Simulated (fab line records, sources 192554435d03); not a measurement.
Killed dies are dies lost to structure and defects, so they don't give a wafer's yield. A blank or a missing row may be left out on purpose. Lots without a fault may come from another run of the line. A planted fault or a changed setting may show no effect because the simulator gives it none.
Chamber matching | flow n5_finfet | N5_BEOL_M5_ETCH_75 on rie_diel-01: 4 sister chambers
The step etches underlayer in N2/H2, target depth 6.5 nm, time 5.2 s. 16 wafers are shown with their chamber, then 8 later ones without.

WAFERS WITH THEIR CHAMBER
wafer  | chamber | showerhead_plenum_p_Torr (Torr) | throttle_valve_pct (%) | oes_product_au (a.u.)
L076.2 | 1       | 2.64                            | 17.9                   | 0.63
L076.3 | 3       | 2.51                            | 18.1                   | 0.59
L076.5 | 0       | 2.57                            | 17.9                   | 0.73
L082.1 | 2       | 2.51                            | 18.3                   | 0.61
L082.3 | 1       | 2.63                            | 17.9                   | 0.63
L082.4 | 3       | 2.51                            | 18.1                   | 0.57
L084.2 | 0       | 2.56                            | 17.9                   | 0.72
L084.3 | 3       | 2.50                            | 18.1                   | 0.59
L084.6 | 2       | 2.51                            | 18.3                   | 0.60
L085.1 | 2       | 2.51                            | 18.4                   | 0.59
L085.3 | 3       | 2.50                            | 18.1                   | 0.58
L085.4 | 2       | 2.51                            | 18.4                   | 0.59
L088.1 | 2       | 2.50                            | 18.4                   | 0.59
L088.5 | 1       | 2.62                            | 18.0                   | 0.60
L088.6 | 2       | 2.50                            | 18.4                   | 0.59
L089.3 | 3       | 2.50                            | 18.1                   | 0.57

SIGNATURES (means of the wafers above)
reading                  | chamber 0 | chamber 1 | chamber 2 | chamber 3 | scatter within a chamber
showerhead_plenum_p_Torr | 2.5650    | 2.6300    | 2.5067    | 2.5040    | 0.00648
throttle_valve_pct       | 17.900    | 17.933    | 18.367    | 18.100    | 0.0408
oes_product_au           | 0.7250    | 0.6200    | 0.5950    | 0.5800    | 0.0108
Rule: a wafer's distance from a chamber is the root of the sum, over the readings, of the square of ((its reading less the chamber's mean) divided by the reading's scatter). The wafer belongs to the nearest chamber; if the next one is less than 2 further off, it can't be placed. The scatter: the root of (the sum of the squares of (reading less its chamber's mean) over the shown wafers, divided by (wafers less chambers)).

WAFERS WITHOUT THEIR CHAMBER
wafer  | showerhead_plenum_p_Torr (Torr) | throttle_valve_pct (%) | oes_product_au (a.u.)
L089.4 | 2.50                            | 18.1                   | 0.57
L089.6 | 2.63                            | 18.0                   | 0.60
L091.1 | 2.50                            | 18.4                   | 0.59
L091.2 | 2.50                            | 18.1                   | 0.57
L091.6 | 2.50                            | 18.1                   | 0.57
L092.1 | 2.62                            | 18.0                   | 0.61
L092.4 | 2.62                            | 18.0                   | 0.60
L092.6 | 2.50                            | 18.4                   | 0.59

WHICH CHAMBER EACH WENT THROUGH
wafer  | from the rows above | in truth
L089.4 | 3                   | 3
L089.6 | 1                   | 1
L091.1 | 2                   | 2
L091.2 | 3                   | 3
L091.6 | 3                   | 3
L092.1 | 1                   | 1
L092.4 | 1                   | 1
L092.6 | 2                   | 2
Placed correctly: 8 of 8. Can't be placed from these rows: 0. Placed wrongly: 0.
